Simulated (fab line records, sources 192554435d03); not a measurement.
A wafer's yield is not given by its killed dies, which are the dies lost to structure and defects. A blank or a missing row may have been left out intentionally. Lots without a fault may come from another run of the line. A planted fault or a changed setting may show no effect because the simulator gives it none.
A struck lot beside a sound one | flow n5-finfet | 37 steps out of a route of 1938
Sound: the wafers L983.1, L983.2, L983.4. Wafers L973.1, L973.5, L973.6 were the ones struck. The cause is given at the end.
Order at every step that has rows: each side's tool, ch and its chambers, its first start. Under that, the readings that differ: sound wafers | struck wafers | difference of the means | sigmas: that difference in standard deviations of wafers without a fault.
alike: a reading whose means differ by less than 2 such deviations, as well as words and numbers matching on both sides. not compared: withheld readings; readings where some wafer has no value; bounds like >300 that might hide an equal value; numbers whose values overlap and for which the record gives no deviation.
A row with sigmas, a row that says differs or no value, or rows on one side alone: a step with any of these is where the two part. When numbers do not overlap yet have no deviation, they are printed without sigmas and do not part them. A reading missing from all wafers of one side parts the sides only when that side holds two or more wafers.

first, 9 steps without rows for these wafers: N5_BEOL_M4_ANNEAL_95 (time 240 s); N5_BEOL_M4_SPUTTER_96 (material Cu, target thk 4.5 nm, time 8.29 s); N5_BEOL_M4_ECD_50 (material Cu, target thk 300 nm); N5_BEOL_M4_ANNEAL_51 (time 90 s); N5_BEOL_M4_CMP_52 (polishes, stops on SiOC, t overpolish 6.8 s, target thk 40 nm); N5_BEOL_M4_PRE_CLEAN_60 (time 15 s); N5_BEOL_M4_CO_CAP_55 (material Co, precursor CCTBA/H2, target thk 2 nm, time 102.1 s); N5_BEOL_M4_PRE_CLEAN_56 (time 15 s); N5_BEOL_M4_DEP_57 (deposits SiCN from 3MS/NH3, target thk 8 nm, time 14 s).
N5_BEOL_M4_RC_MEAS_101:
  sound on prober-01 ch 0, day 15 03:37; struck on prober-02 ch 0, day 11 23:04
  alike: DIBL_N, DIBL_P, IOFF_N, IOFF_P, ION_N, ION_P, SS_N, SS_P, VT_N, VT_P
then, 24 steps without rows for these wafers: N5_BEOL_M5_ILD_DEP_00 (deposits SiCOH lowk from DEMS/porogen, target thk 140.64 nm, time 25.9 s); N5_BEOL_M5_CURE_79 (cures SiCOH lowk, time 240 s); N5_BEOL_M5_PECVD_70 (deposits SiO2 from TEOS/O2, target thk 16 nm, time 18 s); N5_BEOL_M5_HM_DEP_02 (deposits TiN, target thk 20 nm); N5_BEOL_M5_COAT_59 (time 60 s, resist thk 60 nm); N5_BEOL_M5_COAT_60 (time 60 s, resist thk 12 nm); N5_BEOL_M5_COAT_71 (time 60 s, resist thk 5 nm); N5_BEOL_M5_COAT_05 (resist thk 30 nm); N5_BEOL_M5_EBR_07; N5_BEOL_M5_SOFTBAKE_06 (time 60 s); N5_BEOL_M5_EXPOSE_08 (exposes mask M5, target cd 28 nm); N5_BEOL_M5_PEB_09 (peb time 60 s); N5_BEOL_M5_DEVELOP_10 (develop time 30 s); N5_BEOL_M5_DESCUM_16 (chemistry O2, time 7 s); N5_BEOL_M5_ETCH_72 (etches underlayer in N2/H2, target depth 6.5 nm, time 5.2 s); N5_BEOL_M5_ETCH_61 (etches SiARC in CF4, target depth 15.6 nm, time 26 s); N5_BEOL_M5_ETCH_62 (etches SOC in N2/H2, target depth 75 nm, overetch 15 nm, time 112.5 s); N5_BEOL_M5_STRIP_63 (strips in N2/H2); N5_BEOL_M5_STRIP_73 (strips in N2/H2); N5_BEOL_M5_STRIP_64 (strips in CF4); N5_BEOL_M5_HM_OPEN_17 (chemistry Cl2/BCl3, target TiN, target depth 20 nm, overetch 6 nm); N5_BEOL_M5_STRIP_19 (strips in O2); N5_BEOL_M5_COAT_65 (time 60 s, resist thk 60 nm); N5_BEOL_M5_COAT_66 (time 60 s, resist thk 12 nm).
-- a jump in the record: the struck wafers' starts before and after are 3 days apart (it breaks off in module BEOL_M5 and resumes in module BEOL_M13, where the first step shown is number 1706 of the route) --
N5_BEOL_M13_SPUTTER_44: material Ta, target thk 10 nm, time 16.13 s.
  sound on pvd-sputter-02, day 18 15:49; struck on pvd-sputter-01, day 15 03:59
  no value came back on the struck wafers for bias-v (V), cathode-dc-power-W (W), substrate-temp-c (C), throttle-valve-pct (%); on the sound wafers bias-v (V) reads 78.8 82.3 78.3
N5_BEOL_M13_CMP_49: polishes, stops on SiOC, t overpolish 17.1 s, target thk 420 nm.
  sound on cmp-04 ch 0,1,2, day 18 16:59; struck on cmp-04 ch 1,2, day 15 04:42
  reading                      | sound          | struck         | difference | sigmas
  barrier-field-endpoint-s (s) | 29.9 29.8 30.5 | 18.0 18.0 18.1 | -12.0      | -19
  alike: edge-zone-pressure-frac, motor-current-A
  not compared: model.Cu_of_BEOL_M13_ECD_47.thk-nm
N5_PASSIVATION_PROBE_49:
  the record has rows for the struck wafers here (prober-02, day 16 10:04) and none for the sound ones

== WHERE THEY PART ==
First at N5_BEOL_M13_SPUTTER_44; last, within this record, at N5_PASSIVATION_PROBE_49.

WHY: the cause the simulator had injected
Skipped step whole: pvd-sputter-01, from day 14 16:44 on, at N5_BEOL_M13_SPUTTER_44. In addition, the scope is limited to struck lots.
